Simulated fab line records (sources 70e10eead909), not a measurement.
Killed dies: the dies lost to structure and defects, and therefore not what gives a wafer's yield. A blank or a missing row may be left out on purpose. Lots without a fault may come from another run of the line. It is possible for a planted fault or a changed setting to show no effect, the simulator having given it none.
Which of the tools did it?	flow nand_harc	Sampling: 24 lots, 72 wafers, 5 of 1302 route steps

WHAT THE GAUGES READ, wafer by wafer
NHARC_P_CONTACT_CD_MEAS_12 targets a cd of 90 nm. Usual: cd_nm reads 89.8 nm (standard deviation 0.6).
lot	measured	on	cd_nm (nm)	flag
L074	day 5 20:59	cd_sem-03	90.2 89.4 90.4	
L075	day 6 12:10	cd_sem-03	90.8 89.5 90.4	
L076	day 6 12:34	cd_sem-03	90.4 90.1 90.6	
L077	day 7 03:39	cd_sem-01	89.7 90.6 89.6	
L078	day 7 10:46	cd_sem-03	89.2 88.8 89.2	
L079	day 8 02:21	cd_sem-02	89.5 90.3 88.8	
L080	day 8 13:00	cd_sem-03	89.3 88.7 90.1	
L081	day 9 00:57	cd_sem-01	90.3 90.8 90.0	
L082	day 9 13:52	cd_sem-02	90.2 90.8 90.3	
L083	day 9 21:14	cd_sem-02	91.1 90.5 90.1	
L084	day 10 11:53	cd_sem-03	90.3 89.5 89.7	
L086	day 10 19:47	cd_sem-01	90.1 89.2 90.2	
L085	day 10 20:13	cd_sem-02	89.8 89.4 90.4	
L087	day 11 07:26	cd_sem-03	90.2 90.0 90.5	
L088	day 11 23:19	cd_sem-02	89.3 89.7 90.0	
L089	day 12 10:22	cd_sem-02	90.0 89.4 89.9	
L090	day 12 13:28	cd_sem-02	89.4 90.5 89.6	
L091	day 13 01:59	cd_sem-03	90.4 89.4 89.6	
L092	day 13 11:52	cd_sem-02	88.5 89.8 89.3	
L093	day 13 12:26	cd_sem-03	90.7 90.9 90.4	
L094	day 14 02:14	cd_sem-03	89.4 90.8 89.6	
L095	day 14 12:50	cd_sem-02	89.5 89.5 89.8	
L096	day 14 21:41	cd_sem-02	90.2 88.7 90.0	
L097	day 15 12:14	cd_sem-01	90.5 90.0 89.8	

NHARC_P_M0_OVL_MEAS_10: pitch 180 nm. Usual: overlay_x_nm 0.1 nm, standard deviation 0.87; overlay_y_nm -0.1 nm, standard deviation 0.97.
lot	measured	on	overlay_x_nm (nm)	overlay_y_nm (nm)	flag
L074	day 6 01:15	overlay-02	0.2 0.8 0.7	0.4 -0.2 0.2	
L075	day 6 16:26	overlay-01	0.3 -0.3 -0.1	-0.5 -0.6 -0.7	
L076	day 6 16:49	overlay-02	-1.0 -1.2 -1.2	-2.3 -2.6 -2.6	
L077	day 7 07:50	overlay-01	-0.3 -0.3 -0.2	1.6 1.7 1.8	
L078	day 7 15:01	overlay-01	0.4 1.1 1.0	0.2 0.2 0.5	
L079	day 8 07:10	overlay-02	-0.9 -0.5 -0.7	1.5 1.3 1.2	
L080	day 8 17:16	overlay-02	-1.9 -1.9 -2.0	-0.4 -0.4 -0.6	
L081	day 9 05:13	overlay-02	0.0 0.5 0.1	-2.0 -1.0 -1.4	
L082	day 9 18:09	overlay-02	0.9 0.2 0.4	-0.3 -0.5 0.1	
L083	day 10 01:30	overlay-02	-0.9 -0.7 -1.0	0.7 0.6 0.8	
L084	day 10 16:09	overlay-01	0.7 0.5 1.3	0.3 0.4 -0.1	
L086	day 11 00:04	overlay-01	0.7 0.9 0.3	0.9 0.4 0.2	
L085	day 11 00:29	overlay-01	-0.5 -0.5 -0.5	0.2 0.2 0.1	
L087	day 11 11:44	overlay-02	0.0 0.0 0.7	-0.6 -0.7 -0.4	
L088	day 12 03:37	overlay-01	0.2 0.9 0.6	-0.6 -0.3 -0.1	
L089	day 12 14:38	overlay-01	0.6 0.3 0.3	0.8 1.1 0.8	
L090	day 12 17:47	overlay-01	-0.1 0.0 -0.5	-0.1 -0.2 -0.8	
L091	day 13 06:37	overlay-01	0.2 -0.5 -0.2	0.7 0.6 0.8	
L092	day 13 16:07	overlay-01	-0.6 -0.1 0.2	-0.4 -0.6 -0.7	
L093	day 13 16:40	overlay-01	0.9 1.7 1.1	-1.2 -1.8 -1.9	
L094	day 14 06:32	overlay-02	-0.2 0.0 -0.3	0.3 0.3 0.1	
L095	day 14 17:05	overlay-02	1.6 2.0 1.4	-0.5 0.0 -0.4	
L096	day 15 01:49	overlay-01	-0.4 -0.5 -0.7	-1.1 -0.2 -0.3	
L097	day 15 16:21	overlay-02	1.4 1.6 1.7	0.5 0.7 0.1	

NHARC_P_M2_OVL_MEAS_10: pitch 340 nm. Usual: overlay_x_nm 0.1 nm, standard deviation 0.74; overlay_y_nm 0.0 nm, standard deviation 0.72.
lot	measured	on	overlay_x_nm (nm)	overlay_y_nm (nm)	flag
L074	day 6 09:38	overlay-02	-1.8 -1.9 -2.6	0.3 -0.4 -0.1	
L075	day 7 00:40	overlay-02	-1.6 -1.0 -1.3	0.7 0.5 1.1	
L076	day 7 01:19	overlay-02	-0.8 0.2 -0.7	-0.4 -0.7 -0.7	
L077	day 7 15:55	overlay-02	1.0 1.0 1.2	-0.2 -0.2 -0.2	
L078	day 7 23:29	overlay-01	0.2 0.5 0.2	-0.3 -0.9 -0.3	
L079	day 8 15:41	overlay-01	0.4 0.3 0.1	0.4 0.1 0.0	
L080	day 9 01:22	overlay-01	0.6 0.5 0.5	1.1 0.8 1.1	
L081	day 9 13:28	overlay-01	0.4 -0.3 -0.3	-1.5 -0.4 -1.5	
L082	day 10 02:15	overlay-02	0.6 0.1 0.3	-0.3 -0.1 -0.4	
L083	day 10 09:31	overlay-02	0.0 0.4 0.2	1.5 1.7 1.9	
L084	day 11 00:29	overlay-02	0.2 0.4 0.4	-0.1 -0.5 -0.2	
L086	day 11 08:16	overlay-01	-0.1 -0.4 -0.3	0.3 -0.3 -0.1	
L085	day 11 08:42	overlay-02	0.2 0.1 0.3	0.5 -0.3 0.4	
L087	day 11 19:50	overlay-02	0.2 0.8 0.4	-0.6 -0.7 0.1	
L088	day 12 12:22	overlay-02	0.3 0.3 0.7	-0.5 -0.6 -0.5	
L089	day 12 22:51	overlay-02	-0.4 -0.1 -0.9	0.8 0.2 1.0	
L090	day 13 02:37	overlay-01	1.1 0.8 1.1	-0.7 -1.2 -1.0	
L091	day 13 15:32	overlay-01	0.2 0.0 -0.1	1.3 0.3 1.2	
L092	day 14 00:25	overlay-02	-0.7 -0.1 -0.6	-0.7 -0.6 -1.2	
L093	day 14 01:00	overlay-01	0.5 0.5 0.1	0.3 0.1 -0.2	
L094	day 14 14:47	overlay-01	0.6 -0.2 0.8	0.1 0.3 1.1	
L095	day 15 01:07	overlay-02	-0.7 -0.4 0.4	0.3 0.2 0.6	
L096	day 15 10:01	overlay-02	1.2 0.7 1.2	0.9 1.2 1.1	
L097	day 16 01:11	overlay-01	-0.7 -0.7 -0.9	-0.6 -0.4 -0.3	

EACH LOT AND THE TOOL THAT RAN IT (in order: tool; ch and the chambers of the sampled wafers; start)
lot	NHARC_P_M0_DEGAS_28	NHARC_P_M0_ANNEAL_30
L074	pvd_sputter-02, day 6 02:17	rtp_anneal-01 ch 0, day 6 03:00
L075	pvd_sputter-02, day 6 17:32	rtp_anneal-01 ch 0, day 6 18:19
L076	pvd_sputter-03, day 6 17:59	rtp_anneal-02 ch 0, day 6 18:44
L077	pvd_sputter-01, day 7 08:50	rtp_anneal-02 ch 0, day 7 09:41
L078	pvd_sputter-02, day 7 16:02	rtp_anneal-02 ch 0, day 7 16:46
L079	pvd_sputter-02, day 8 08:17	rtp_anneal-01 ch 0, day 8 09:01
L080	pvd_sputter-02, day 8 18:17	rtp_anneal-02 ch 0, day 8 19:04
L081	pvd_sputter-02, day 9 06:19	rtp_anneal-01 ch 0, day 9 07:09
L082	pvd_sputter-03, day 9 19:10	rtp_anneal-01 ch 0, day 9 19:57
L083	pvd_sputter-03, day 10 02:34	rtp_anneal-01 ch 0, day 10 03:20
L084	pvd_sputter-02, day 10 17:17	rtp_anneal-02 ch 0, day 10 18:08
L086	pvd_sputter-01, day 11 01:04	rtp_anneal-01 ch 0, day 11 01:52
L085	pvd_sputter-02, day 11 01:32	rtp_anneal-02 ch 0, day 11 02:22
L087	pvd_sputter-03, day 11 12:46	rtp_anneal-02 ch 0, day 11 13:38
L088	pvd_sputter-02, day 12 04:56	rtp_anneal-01 ch 0, day 12 05:41
L089	pvd_sputter-02, day 12 15:40	rtp_anneal-02 ch 0, day 12 16:23
L090	pvd_sputter-01, day 12 18:48	rtp_anneal-01 ch 0, day 12 19:41
L091	pvd_sputter-02, day 13 07:38	rtp_anneal-02 ch 0, day 13 08:56
L092	pvd_sputter-02, day 13 17:10	rtp_anneal-01 ch 0, day 13 17:55
L093	pvd_sputter-01, day 13 17:44	rtp_anneal-02 ch 0, day 13 18:27
L094	pvd_sputter-03, day 14 07:35	rtp_anneal-02 ch 0, day 14 08:19
L095	pvd_sputter-02, day 14 18:10	rtp_anneal-01 ch 0, day 14 18:58
L096	pvd_sputter-02, day 15 02:50	rtp_anneal-01 ch 0, day 15 03:38
L097	pvd_sputter-02, day 15 17:56	rtp_anneal-02 ch 0, day 15 18:44
- NHARC_P_M0_DEGAS_28: time 60 s.
- NHARC_P_M0_ANNEAL_30: time 90 s.

AS READ BY THE TOOLS THEMSELVES (means over the sampled wafers that have a number; for cases with no such wafer, the mark the record gives instead)
NHARC_P_M0_DEGAS_28. Usual: heater_power_w reads 353 W (standard deviation 30).
lot	tool	heater_power_w (W)	flag
L074	pvd_sputter-02	373	
L075	pvd_sputter-02	363	
L076	pvd_sputter-03	304	
L077	pvd_sputter-01	337	
L078	pvd_sputter-02	373	
L079	pvd_sputter-02	374	
L080	pvd_sputter-02	376	
L081	pvd_sputter-02	363	
L082	pvd_sputter-03	312	
L083	pvd_sputter-03	319	
L084	pvd_sputter-02	371	
L086	pvd_sputter-01	345	
L085	pvd_sputter-02	370	
L087	pvd_sputter-03	312	
L088	pvd_sputter-02	380	
L089	pvd_sputter-02	361	
L090	pvd_sputter-01	312	
L091	pvd_sputter-02	357	
L092	pvd_sputter-02	373	
L093	pvd_sputter-01	327	
L094	pvd_sputter-03	354	
L095	pvd_sputter-02	358	
L096	pvd_sputter-02	363	
L097	pvd_sputter-02	380	

NHARC_P_M0_ANNEAL_30. Usual: wafer_temp_C_max reads 226.3 (standard deviation 0.33).
lot	tool	wafer_temp_C_max	flag
L074	rtp_anneal-01	226.4	
L075	rtp_anneal-01	226.5	
L076	rtp_anneal-02	226.2	
L077	rtp_anneal-02	226.1	
L078	rtp_anneal-02	226.3	
L079	rtp_anneal-01	226.2	
L080	rtp_anneal-02	226.4	
L081	rtp_anneal-01	226.4	
L082	rtp_anneal-01	226.7	
L083	rtp_anneal-01	226.4	
L084	rtp_anneal-02	226.1	
L086	rtp_anneal-01	226.7	
L085	rtp_anneal-02	226.3	
L087	rtp_anneal-02	225.9	
L088	rtp_anneal-01	226.7	
L089	rtp_anneal-02	225.9	
L090	rtp_anneal-01	226.7	
L091	rtp_anneal-02	226.1	
L092	rtp_anneal-01	226.5	
L093	rtp_anneal-02	226.1	
L094	rtp_anneal-02	225.9	
L095	rtp_anneal-01	226.2	
L096	rtp_anneal-01	226.4	
L097	rtp_anneal-02	226.1	

THE ANSWER, worked out from the rows above alone
Rule: take the mean of a lot's wafers that have a number; if it is more than 3 standard deviations from the usual mean, the lot is off. A lot without any number at a reading at which 4 lots or more have one is off too. The other lots that the step has rows for count as sound. First the gauges in route order, then the tools' own readings, where a lot's mean is used as printed above. The first step at which some lot is off is used, and at that step the reading that is off furthest; a lot without a number counts as furthest.
Nothing can be told from this: no lot is off at any reading shown.

WHAT THE SIMULATOR HAD INSERTED
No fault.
